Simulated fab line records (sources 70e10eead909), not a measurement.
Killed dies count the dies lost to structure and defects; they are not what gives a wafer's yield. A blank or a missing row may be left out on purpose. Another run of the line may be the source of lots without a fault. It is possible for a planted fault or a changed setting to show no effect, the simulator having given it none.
Matching of chambers :: flow nand_harc :: 4 sister chambers for NHARC_A_STAIRCASE_CMP_450 on cmp-01
The step polishes SiO2, target thk 200 nm. 8 wafers are shown with their chamber, then 12 later ones without.

## WAFERS PAIRED WITH THEIR CHAMBERS
wafer: L078.3
chamber: 2
motor_current_A (A): 13.7
slurry_flow_ml_min: 150.4

wafer: L080.2
chamber: 2
motor_current_A (A): 13.5
slurry_flow_ml_min: 150.3

wafer: L084.4
chamber: 1
motor_current_A (A): 12.7
slurry_flow_ml_min: 149.9

wafer: L086.2
chamber: 1
motor_current_A (A): 12.0
slurry_flow_ml_min: 150.2

wafer: L086.5
chamber: 0
motor_current_A (A): 12.6
slurry_flow_ml_min: 150.0

wafer: L089.1
chamber: 3
motor_current_A (A): 13.0
slurry_flow_ml_min: 149.9

wafer: L089.5
chamber: 0
motor_current_A (A): 12.7
slurry_flow_ml_min: 150.1

wafer: L089.6
chamber: 3
motor_current_A (A): 12.5
slurry_flow_ml_min: 150.1

## WAFERS WITH NO CHAMBER GIVEN
wafer: L094.2
motor_current_A (A): 13.5
slurry_flow_ml_min: 150.6

wafer: L094.4
motor_current_A (A): 12.5
slurry_flow_ml_min: 149.5

wafer: L094.5
motor_current_A (A): 12.7
slurry_flow_ml_min: 149.9

wafer: L092.1
motor_current_A (A): 12.7
slurry_flow_ml_min: 149.9

wafer: L092.3
motor_current_A (A): 13.2
slurry_flow_ml_min: 149.8

wafer: L092.5
motor_current_A (A): 12.4
slurry_flow_ml_min: 150.3

wafer: L096.2
motor_current_A (A): 12.9
slurry_flow_ml_min: 149.9

wafer: L096.3
motor_current_A (A): 13.7
slurry_flow_ml_min: 149.8

wafer: L096.5
motor_current_A (A): 13.3
slurry_flow_ml_min: 149.1

wafer: L095.3
motor_current_A (A): 13.5
slurry_flow_ml_min: 150.5

wafer: L095.5
motor_current_A (A): 13.0
slurry_flow_ml_min: 150.0

wafer: L095.6
motor_current_A (A): 13.9
slurry_flow_ml_min: 150.4

## CHAMBER TAKEN BY EACH
wafer: L094.2
from the rows above: 2
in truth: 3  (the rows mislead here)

wafer: L094.4
from the rows above: can't be placed: 3 or 0 or 1
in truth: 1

wafer: L094.5
from the rows above: can't be placed: 3 or 0 or 1
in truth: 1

wafer: L092.1
from the rows above: can't be placed: 3 or 0 or 1
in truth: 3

wafer: L092.3
from the rows above: can't be placed: 3 or 0 or 1
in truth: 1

wafer: L092.5
from the rows above: can't be placed: 1 or 0 or 3
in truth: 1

wafer: L096.2
from the rows above: can't be placed: 3 or 0 or 1
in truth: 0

wafer: L096.3
from the rows above: can't be placed: 3 or 0 or 2 or 1
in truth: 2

wafer: L096.5
from the rows above: can't be placed: 3 or 0 or 1
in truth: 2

wafer: L095.3
from the rows above: 2
in truth: 2

wafer: L095.5
from the rows above: can't be placed: 3 or 0 or 1
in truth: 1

wafer: L095.6
from the rows above: 2
in truth: 2
2 of 12 placed correctly. Unplaceable from these rows: 9, with the true chamber sitting among the candidates in 8. Wrongly placed: 1.
How it was worked out, from the rows above alone: a wafer's distance from a chamber is the root of the sum, over the readings, of the square of ((its reading less the chamber's mean) divided by the reading's scatter). The wafer belongs to the nearest chamber; if the next one is less than 2 further off, it can't be placed. A chamber's mean is the mean of its shown wafers. The scatter: take each reading less its chamber's mean, square it, sum over the shown wafers, divide by the number of wafers less the number of chambers, and take the root.
